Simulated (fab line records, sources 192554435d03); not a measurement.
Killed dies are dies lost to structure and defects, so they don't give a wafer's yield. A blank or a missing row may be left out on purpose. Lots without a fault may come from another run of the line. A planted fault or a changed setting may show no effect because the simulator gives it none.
fab line records | flow n5_finfet
record lots=7 wafers=39
route steps=1938 shown BEOL_M2@890 BEOL_M7@1263
start_h: hours from the record's first day to the start of the lot's first wafer shown | wait_h: hours since the lot's step before | " the same as in the row above | L1.1+2: a row that stands for several wafers | - no value, or no start given | * or withheld: withheld | < > ~ a bound
route shown NAME@n: a module of which the file shows steps, and the number in the route of the first | usual: mean/standard deviation of fault-free wafers | same: alike in all rows | chamber/n: place in a boat | sites: the reading at each site | _std_site: their standard deviation | _edge_site: outer sites' mean less inner sites' | radius_mm: how far each site lies from the wafer's centre | mask NAME#n: copy n | behind: the tool/chamber that last shaped the wafer | hold: why the lot was held/for how many hours/how that ended | device: the transistor (n, p or np) that didn't switch | end of line: the same wafers' tests at the end of the route | a step without rows: its recipe alone | killed: dies lost to structure and defects at the first sort, not the wafer's yield | map: a wafer's dies, x killed, . not, _ none there
set.NAME: the setting as run; set.NAME@STEP: as run at that earlier step | model.NAME: the simulator's own value behind a step, which no gauge read
lots whose settings were changed on purpose; a table a step, a row a wafer
## steps
# step N5_BEOL_M2_TRENCH_ETCH_37
# recipe chemistry=C4F6/O2 target_depth_a=555.55 target=SiOC time_s=29.2 ion_energy_ev=250 pressure_mtorr=30 source_w=355 bias_w=185 Ar_flow_sccm=300 C4F6_flow_sccm=10 O2_flow_sccm=10
# columns lot.wafer tool chamber start_h wait_h set.target_depth_a model.etch.depth_nm model.BEOL_M2.feature_depth_nm model.TiN_of_BEOL_M2_HM_DEP_02.thk_nm
L078.1 rie_diel-02 3 - - 555.55 55.36 55.4 17.4
L078.2 " 2 " " 555.55 52.6 52.6 17.8
L078.3 " 0 " " 555.55 55.37 55.4 17.4
L078.4 " 1 " " 555.55 56.77 56.8 17.4
L078.5 " 3 " " 555.55 55.16 55.2 17.6
L078.6 " 0 " " 555.55 56.11 56.2 17.6
L080.1 rie_diel-02 0 - - 555.55 55.77 55.8 17.4
L080.2 " 2 " " 555.55 52.26 52.2 17.6
L080.3 " 3 " " 555.55 55.23 55.2 17.4
L080.4 " 1 " " 555.55 56.06 56 17.2
L080.5 " 2 " " 555.55 52.49 52.4 17.4
L080.6 " 3 " " 555.55 55.08 55 17.6
L081.1 rie_diel-02 1 - - 555.55 56.33 56.4 17.6
L081.2 " 0 " " 356 36.12 36.2 18.2
L081.3 " 2 " " 356 33.91 34 18.6
L081.4 " 3 " " 555.55 55.63 55.6 17.2
L081.5 " 2 " " 356 33.71 33.8 18.6
L081.6 " 1 " " 555.55 56.73 56.8 17.6
L079.1 rie_diel-02 1 - - 555.55 55.49 55.4 17.4
L079.2 " 2 " " 404.4 38.52 38.6 18.2
L079.3 " 0 " " 404.4 40.7 40.8 18.2
L079.4 " 0 " " 555.55 56 56 17.6
L079.5 " 1 " " 555.55 55.78 55.8 17.2
L079.6 " 2 " " 404.4 38.07 38 18.4
L083.1 rie_diel-02 3 - - 555.55 55.96 56 17.6
L083.2 " 1 " " 555.55 55.83 55.8 18
L083.6 " 3 " " 555.55 56.02 56 17.8
L096.1 rie_diel-01 1 - - 555.55 54.95 55 17.2
L096.2 " 2 " " 828.5 82.33 82.4 16.2
L096.3 " 3 " " 828.5 82.83 82.8 16.2
L096.4 " 0 " " 555.55 55.81 55.8 17.2
L096.5 " 3 " " 828.5 82.29 82.2 16
L096.6 " 0 " " 555.55 56.67 56.6 17
L097.1 rie_diel-01 2 - - 785.6 77.57 77.6 16.8
L097.2 " 0 " " 555.55 56.32 56.4 18.2
L097.3 " 3 " " 555.55 55.19 55.2 17.8
L097.4 " 1 " " 785.6 76.84 76.8 16.8
L097.5 " 0 " " 785.6 78.64 78.6 17
L097.6 " 3 " " 555.55 54.99 55 17.8
# step N5_BEOL_M2_ETCH_41
# recipe chemistry=CH3F/O2 target=SiCN target_depth_a=299 taper_deg=2 time_s=52.5 ion_energy_ev=120 mask_material=TiN pressure_mtorr=30 source_w=395 bias_w=75 Ar_flow_sccm=150 CH3F_flow_sccm=30 O2_flow_sccm=20
# step N5_BEOL_M2_STRIP_97
# recipe chemistry=N2/H2 time_s=10 power_w=450 temp_c=40 pressure_mtorr=20 rf_frequency_hz=6e+07 bias_power_w=7 n2_flow_sccm=200 h2_flow_sccm=200
# step N5_BEOL_M2_OCD_MEAS_38
# usual trench_depth_nm=55.3/1.4
# columns lot.wafer tool chamber start_h wait_h set.target_depth_a@BEOL_M2_TRENCH_ETCH_37 trench_depth_nm
L078.1 ocd-02 - 165.74 - 555.55 55.6
L078.2 " - " " 555.55 52.4
L078.3 " - " " 555.55 55.5
L078.4 " - " " 555.55 56.8
L078.5 " - " " 555.55 55.1
L078.6 " - " " 555.55 56.3
L080.1 ocd-01 - 172.69 - 555.55 54.9
L080.2 " - " " 555.55 52.5
L080.3 " - " " 555.55 55.1
L080.4 " - " " 555.55 56.4
L080.5 " - " " 555.55 52.1
L080.6 " - " " 555.55 55.7
L081.1 ocd-02 - 175.29 - 555.55 56.5
L081.2 " - " " 356 35.8
L081.3 " - " " 356 34.0
L081.4 " - " " 555.55 55.7
L081.5 " - " " 356 33.7
L081.6 " - " " 555.55 57.0
L079.1 ocd-02 - 184.23 - 555.55 56.3
L079.2 " - " " 404.4 38.5
L079.3 " - " " 404.4 41.6
L079.4 " - " " 555.55 56.1
L079.5 " - " " 555.55 55.8
L079.6 " - " " 404.4 38.1
L083.1 ocd-02 - 193.42 - 555.55 55.5
L083.2 " - " " 555.55 55.6
L083.6 " - " " 555.55 55.9
L096.1 ocd-01 - 281.81 - 555.55 55.3
L096.2 " - " " 828.5 82.6
L096.3 " - " " 828.5 83.1
L096.4 " - " " 555.55 55.8
L096.5 " - " " 828.5 81.9
L096.6 " - " " 555.55 56.3
L097.1 ocd-01 - 285.96 - 785.6 77.0
L097.2 " - " " 555.55 57.0
L097.3 " - " " 555.55 55.0
L097.4 " - " " 785.6 77.3
L097.5 " - " " 785.6 78.5
L097.6 " - " " 555.55 55.1
# step N5_BEOL_M2_HM_STRIP_39
# recipe chemistry=peroxide_tin_strip material=TiN target_depth_a=250 temp_c=50 time_s=158
# step N5_BEOL_M2_SRD_40
# recipe time_s=30 temp_c=23 rinse_liquid=diw dry=ipa_marangoni
# step N5_BEOL_M2_ECD_50
# recipe material=Cu target_thk_a=3000
# step N5_BEOL_M2_ANNEAL_51
# recipe temp_c=225 time_s=90 ambient=N2
# step N5_BEOL_M2_CMP_52
# recipe stop_on=SiOC t_overpolish_s=6.8 down_force_psi=1 platen_rpm=50 clearing_platen_down_force_psi=1.5 clearing_platen_rpm=50 post_cmp_clean=cu_alkaline target_thk_nm=40 clearing_platen_pad_velocity_m_s=0.99484 pad_velocity_m_s=0.99484
# columns lot.wafer tool chamber start_h wait_h set.target_depth_a@BEOL_M2_TRENCH_ETCH_37 model.Cu_of_BEOL_M2_ECD_50.thk_nm
L078.3 cmp-03 3 170.55 0.2 555.55 40.4
L078.2 " 0 " " 555.55 37.4
L078.1 " 1 " " 555.55 36.4
L078.4 " 2 " " 555.55 41.2
L078.5 " 3 " " 555.55 39.2
L078.6 " 0 " " 555.55 40
L080.3+6 cmp-03 3 177.58 0.2 555.55 41
L080.1 " 0 " " 555.55 40.2
L080.2 " 1 " " 555.55 34.4
L080.4 " 2 " " 555.55 42
L080.5 " 0 " " 555.55 37.6
L081.2 cmp-02 1 181.06 0.2 356 21
L081.4 " 2 " " 555.55 41.4
L081.3 " 3 " " 356 20.4
L081.1 " 0 " " 555.55 40.6
L081.5 " 1 " " 356 18.4
L081.6 " 2 " " 555.55 42
L079.3 cmp-04 3 187.84 0.2 404.4 25.4
L079.2 " 0 " " 404.4 24.4
L079.4 " 1 " " 555.55 38.8
L079.1 " 2 " " 555.55 39.8
L079.6 " 3 " " 404.4 23.8
L079.5 " 0 " " 555.55 40.8
L083.2+1 cmp-02 3,1 198.51 0.2 555.55 40.8
L083.6 " 3 " " 555.55 41.8
L096.3 cmp-04 2 286.34 0.2 828.5 68.6
L096.2+5 " 3,2 " " 828.5 67.6
L096.4 " 0 " " 555.55 41.4
L096.1 " 1 " " 555.55 39.2
L096.6 " 3 " " 555.55 42
L097.2 cmp-03 2 289.50 0.2 555.55 40.8
L097.1 " 3 " " 785.6 62.6
L097.3 " 0 " " 555.55 40
L097.4 " 1 " " 785.6 59.2
L097.5 " 2 " " 785.6 63
L097.6 " 3 " " 555.55 40.2
# step N5_BEOL_M2_THK_MEAS_53
# recipe thk_meas_gauge=xrf reads=Cu_of_BEOL_M2_ECD_50
# usual M2_THK=39.6/2
# columns lot.wafer tool chamber start_h wait_h set.target_depth_a@BEOL_M2_TRENCH_ETCH_37 M2_THK[nm]
L078.1 film_metro-02 - 170.85 - 555.55 36.6
L078.2 " - " " 555.55 37.5
L078.3 " - " " 555.55 40.8
L078.4 " - " " 555.55 41.5
L078.5 " - " " 555.55 39.4
L078.6 " - " " 555.55 40.2
L080.1 film_metro-02 - 177.87 - 555.55 40.5
L080.2 " - " " 555.55 34.6
L080.3 " - " " 555.55 41.6
L080.4 " - " " 555.55 42.3
L080.5 " - " " 555.55 38.0
L080.6 " - " " 555.55 41.3
L081.1 film_metro-02 - 181.36 - 555.55 40.4
L081.2 " - " " 356 20.9
L081.3 " - " " 356 20.3
L081.4 " - " " 555.55 41.2
L081.5 " - " " 356 18.1
L081.6 " - " " 555.55 41.9
L079.1 film_metro-02 - 188.13 - 555.55 39.9
L079.2 " - " " 404.4 24.5
L079.3 " - " " 404.4 25.5
L079.4 " - " " 555.55 39.1
L079.5 " - " " 555.55 40.9
L079.6 " - " " 404.4 23.9
L083.1 film_metro-02 - 198.81 - 555.55 40.7
L083.2 " - " " 555.55 40.9
L083.6 " - " " 555.55 41.7
L096.1 film_metro-02 - 286.63 - 555.55 38.9
L096.2 " - " " 828.5 67.4
L096.3 " - " " 828.5 68.5
L096.4 " - " " 555.55 41.3
L096.5 " - " " 828.5 67.3
L096.6 " - " " 555.55 41.9
L097.1 film_metro-01 - 289.80 - 785.6 62.9
L097.2 " - " " 555.55 40.9
L097.3 " - " " 555.55 39.9
L097.4 " - " " 785.6 59.3
L097.5 " - " " 785.6 63.1
L097.6 " - " " 555.55 40.4
# step N5_BEOL_M7_ILD_DEP_00
# recipe material=SiCOH_lowk target_thk_a=1797.5 temp_c=300 precursor=DEMS/porogen pressure_torr=5 rf_w=500 time_s=33.4
# columns lot.wafer tool chamber start_h wait_h set.target_thk_a model.SiCOH_lowk_of_BEOL_M7_ILD_DEP_00.thk_nm
L078.1 pecvd-03 2 218.63 0.0 2723 271
L078.2 " 0 " " 1797.5 177.6
L078.3 " 1 " " 1797.5 180
L078.4 " 2 " " 2723 276.4
L078.5 " 0 " " 2723 273.6
L078.6 " 1 " " 1797.5 181.8
L081.1 pecvd-03 1 234.68 0.0 1359 133.8
L081.2 " 2 " " 1797.5 181
L081.3 " 0 " " 1359 133.2
L081.4 " 0 " " 1797.5 179
L081.5 " 1 " " 1359 134
L081.6 " 2 " " 1797.5 180.4
L080.1 pecvd-01 1 235.12 0.0 842.5 83.8
L080.2 " 2 " " 842.5 84.6
L080.3 " 0 " " 842.5 87.4
L080.4 " 0 " " 1797.5 185.6
L080.5 " 2 " " 1797.5 178.8
L080.6 " 1 " " 1797.5 180.8
L079.1 pecvd-01 1 237.40 0.0 1219 120
L079.2 " 2 " " 1797.5 176
L079.3 " 0 " " 1219 124.4
L079.4 " 1 " " 1797.5 181.8
L079.5 " 2 " " 1797.5 182.4
L079.6 " 0 " " 1219 125.6
L083.1 pecvd-03 1 249.16 0.0 1797.5 177.6
L083.2 " 2 " " 1797.5 177
L083.6 " 1 " " 1797.5 179
L097.1 pecvd-01 2 342.49 0.0 1797.5 182.6
L097.2 " 1 " " 1797.5 180.8
L097.3 " 0 " " 1797.5 184.4
L097.4 " 1 " " 1797.5 181.4
L097.5 " 2 " " 1797.5 185.2
L097.6 " 0 " " 1797.5 185.8
L096.1 pecvd-03 0 345.65 0.0 832.9 76.8
L096.2 " 2 " " 832.9 79.6
L096.3 " 1 " " 1797.5 175
L096.4 " 1 " " 1797.5 177.6
L096.5 " 0 " " 832.9 80.6
L096.6 " 2 " " 1797.5 179.6
# step N5_BEOL_M7_CURE_74
# recipe temp_c=385 time_s=240 ambient=He/Ar material=SiCOH_lowk
# columns lot.wafer tool chamber start_h wait_h set.target_thk_a@BEOL_M7_ILD_DEP_00 model.SiCOH_lowk_of_BEOL_M7_ILD_DEP_00.thk_nm
L078.1 uv_cure-03 1 218.69 0.0 2723 234.8
L078.2 " 1 " " 1797.5 153
L078.3 " 1 " " 1797.5 155.2
L078.4 " 1 " " 2723 239.6
L078.5 " 1 " " 2723 237.2
L078.6 " 1 " " 1797.5 156.8
L081.1 uv_cure-03 0 234.74 0.0 1359 115
L081.2 " 0 " " 1797.5 156.2
L081.3 " 0 " " 1359 114.6
L081.4 " 0 " " 1797.5 154.2
L081.5 " 0 " " 1359 115.2
L081.6 " 0 " " 1797.5 155.6
L080.1 uv_cure-02 0 235.19 0.0 842.5 72
L080.2 " 0 " " 842.5 72.6
L080.3 " 0 " " 842.5 75
L080.4 " 0 " " 1797.5 160.2
L080.5 " 0 " " 1797.5 154.2
L080.6 " 0 " " 1797.5 156
L079.1 uv_cure-01 2 237.47 0.0 1219 103
L079.2 " 2 " " 1797.5 151.8
L079.3 " 2 " " 1219 106.8
L079.4 " 2 " " 1797.5 156.8
L079.5 " 2 " " 1797.5 157.4
L079.6 " 2 " " 1219 108
L083.1 uv_cure-03 1 249.22 0.0 1797.5 153.2
L083.2 " 1 " " 1797.5 152.6
L083.6 " 1 " " 1797.5 154.2
L097.1 uv_cure-03 0 342.67 0.2 1797.5 157.6
L097.2 " 0 " " 1797.5 156
L097.3 " 0 " " 1797.5 159
L097.4 " 0 " " 1797.5 156.4
L097.5 " 0 " " 1797.5 159.8
L097.6 " 0 " " 1797.5 160.2
L096.1 uv_cure-01 1 345.72 0.0 832.9 65.8
L096.2 " 1 " " 832.9 68.2
L096.3 " 1 " " 1797.5 150.8
L096.4 " 1 " " 1797.5 153.2
L096.5 " 1 " " 832.9 69
L096.6 " 1 " " 1797.5 155
# step N5_BEOL_M7_THK_MEAS_01
# recipe reads=SiCOH_lowk_of_BEOL_M7_ILD_DEP_00
# usual M7_ILD_THK=155.6/2.5
# columns lot.wafer tool chamber start_h wait_h set.target_thk_a@BEOL_M7_ILD_DEP_00 M7_ILD_THK[nm]
L078.1 film_metro-01 - 219.20 0.4 2723 234.9
L078.2 " - " " 1797.5 153.2
L078.3 " - " " 1797.5 155.4
L078.4 " - " " 2723 239.5
L078.5 " - " " 2723 237.1
L078.6 " - " " 1797.5 156.7
L081.1 film_metro-02 - 235.26 0.4 1359 115.2
L081.2 " - " " 1797.5 156.2
L081.3 " - " " 1359 114.5
L081.4 " - " " 1797.5 154.3
L081.5 " - " " 1359 115.2
L081.6 " - " " 1797.5 155.5
L080.1 film_metro-01 - 236.18 0.8 842.5 71.9
L080.2 " - " " 842.5 72.6
L080.3 " - " " 842.5 75.0
L080.4 " - " " 1797.5 160.2
L080.5 " - " " 1797.5 154.3
L080.6 " - " " 1797.5 156.0
L079.1 film_metro-02 - 237.98 0.4 1219 103.1
L079.2 " - " " 1797.5 151.7
L079.3 " - " " 1219 106.9
L079.4 " - " " 1797.5 156.9
L079.5 " - " " 1797.5 157.3
L079.6 " - " " 1219 108.0
L083.1 film_metro-01 - 249.74 0.4 1797.5 153.2
L083.2 " - " " 1797.5 152.5
L083.6 " - " " 1797.5 154.2
L097.1 film_metro-02 - 343.66 0.8 1797.5 157.6
L097.2 " - " " 1797.5 156.0
L097.3 " - " " 1797.5 159.0
L097.4 " - " " 1797.5 156.3
L097.5 " - " " 1797.5 159.8
L097.6 " - " " 1797.5 160.3
L096.1 film_metro-01 - 346.71 0.8 832.9 65.9
L096.2 " - " " 832.9 68.3
L096.3 " - " " 1797.5 150.8
L096.4 " - " " 1797.5 153.2
L096.5 " - " " 832.9 69.0
L096.6 " - " " 1797.5 154.8
## key
split step=N5_BEOL_M2_TRENCH_ETCH_37 setting=target_depth_a stated=555.55 by=wafer
response step=N5_BEOL_M2_TRENCH_ETCH_37 reading=model.etch.depth_nm change=+0.562 per=1% r=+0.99
response step=N5_BEOL_M2_TRENCH_ETCH_37 reading=model.BEOL_M2.feature_depth_nm change=+0.561 per=1% r=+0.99
response step=N5_BEOL_M2_TRENCH_ETCH_37 reading=model.TiN_of_BEOL_M2_HM_DEP_02.thk_nm change=-0.0248 per=1% r=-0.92
response step=N5_BEOL_M2_OCD_MEAS_38 reading=trench_depth_nm change=+0.562 per=1% r=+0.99
response step=N5_BEOL_M2_CMP_52 reading=model.Cu_of_BEOL_M2_ECD_50.thk_nm change=+0.551 per=1% r=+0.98
response step=N5_BEOL_M2_THK_MEAS_53 reading=M2_THK change=+0.552 per=1% r=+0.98
split step=N5_BEOL_M7_ILD_DEP_00 setting=target_thk_a stated=1797.5 by=wafer
response step=N5_BEOL_M7_ILD_DEP_00 reading=model.SiCOH_lowk_of_BEOL_M7_ILD_DEP_00.thk_nm change=+1.82 per=1% r=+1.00
response step=N5_BEOL_M7_CURE_74 reading=model.SiCOH_lowk_of_BEOL_M7_ILD_DEP_00.thk_nm change=+1.59 per=1% r=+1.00
response step=N5_BEOL_M7_THK_MEAS_01 reading=M7_ILD_THK change=+1.58 per=1% r=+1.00
